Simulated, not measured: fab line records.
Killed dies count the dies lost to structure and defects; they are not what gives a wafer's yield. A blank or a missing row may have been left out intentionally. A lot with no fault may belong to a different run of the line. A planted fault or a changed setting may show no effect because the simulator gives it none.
Chamber matching + flow n5Finfet + 4 sister chambers for N5_MOL_CONTACT_COAG_ALD_131 on aldSin-04
The step deposits SiO2, target thk 5 nm, pulse time 1 s, co reactant pulse time 1 s. 14 wafers are shown with their chamber, then 7 later ones without.

## WAFERS PAIRED WITH THEIR CHAMBERS
| wafer  | chamber | heaterPowerW (W) | chamberPressureTorr (Torr) | precursorPulseHeightRel |
|--------|---------|------------------|----------------------------|-------------------------|
| L074.1 | 2       | 72               | 2.003                      | 1.000                   |
| L074.2 | 3       | 80               | 2.000                      | 1.016                   |
| L074.3 | 1       | 93               | 1.997                      | 1.007                   |
| L079.2 | 2       | 74               | 1.997                      | 1.019                   |
| L079.3 | 3       | 78               | 2.000                      | 0.982                   |
| L079.6 | 0       | 66               | 1.997                      | 0.998                   |
| L083.2 | 2       | 73               | 2.010                      | 1.012                   |
| L083.4 | 3       | 81               | 2.003                      | 1.022                   |
| L083.6 | 1       | 94               | 2.004                      | 0.995                   |
| L084.1 | 2       | 72               | 1.994                      | 0.995                   |
| L084.3 | 1       | 94               | 2.006                      | 1.000                   |
| L084.4 | 0       | 68               | 1.998                      | 1.024                   |
| L088.1 | 2       | 72               | 2.003                      | 1.021                   |
| L088.3 | 1       | 89               | 1.997                      | 0.990                   |

SIGNATURES (averages over the wafers above)
| reading                 | chamber 0 | chamber 1 | chamber 2 | chamber 3 | scatter within a chamber |
|-------------------------|-----------|-----------|-----------|-----------|--------------------------|
| heaterPowerW            | 67.00     | 92.50     | 72.60     | 79.67     | 1.64                     |
| chamberPressureTorr     | 1.99750   | 2.00100   | 2.00140   | 2.00100   | 0.00475                  |
| precursorPulseHeightRel | 1.01100   | 0.99800   | 1.00940   | 1.00667   | 0.014                    |
Rule: a wafer lies at a distance from a chamber equal to the root of the sum of squares, over the readings, of (its reading less the chamber's mean, divided by the reading's scatter). If the next closest chamber is less than 2 further off than the closest, the wafer can't be placed; otherwise it belongs to the closest. The scatter: take each reading less its chamber's mean, square it, sum over the shown wafers, divide by the number of wafers less the number of chambers, and take the root.

## WAFERS WHOSE CHAMBER IS MISSING
| wafer  | heaterPowerW (W) | chamberPressureTorr (Torr) | precursorPulseHeightRel |
|--------|------------------|----------------------------|-------------------------|
| L088.5 | 80               | 1.998                      | 0.983                   |
| L095.3 | 92               | 1.997                      | 0.988                   |
| L095.4 | 71               | 2.004                      | 1.018                   |
| L095.6 | 72               | 2.005                      | 1.033                   |
| L096.1 | 67               | 1.998                      | 0.994                   |
| L096.5 | 75               | 2.006                      | 0.981                   |
| L096.6 | 80               | 2.001                      | 1.020                   |

## THE CHAMBER EACH PASSED THROUGH
| wafer  | from the rows above     | in truth |
|--------|-------------------------|----------|
| L088.5 | 3                       | 3        |
| L095.3 | 1                       | 1        |
| L095.4 | can't be placed: 2 or 0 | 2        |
| L095.6 | can't be placed: 2 or 0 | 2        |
| L096.1 | 0                       | 0        |
| L096.5 | can't be placed: 2 or 3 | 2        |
| L096.6 | 3                       | 3        |
Correct placement for 4 of the 7. These rows do not allow placing 3 (true chamber among the candidates in 3). 0 placed wrongly.
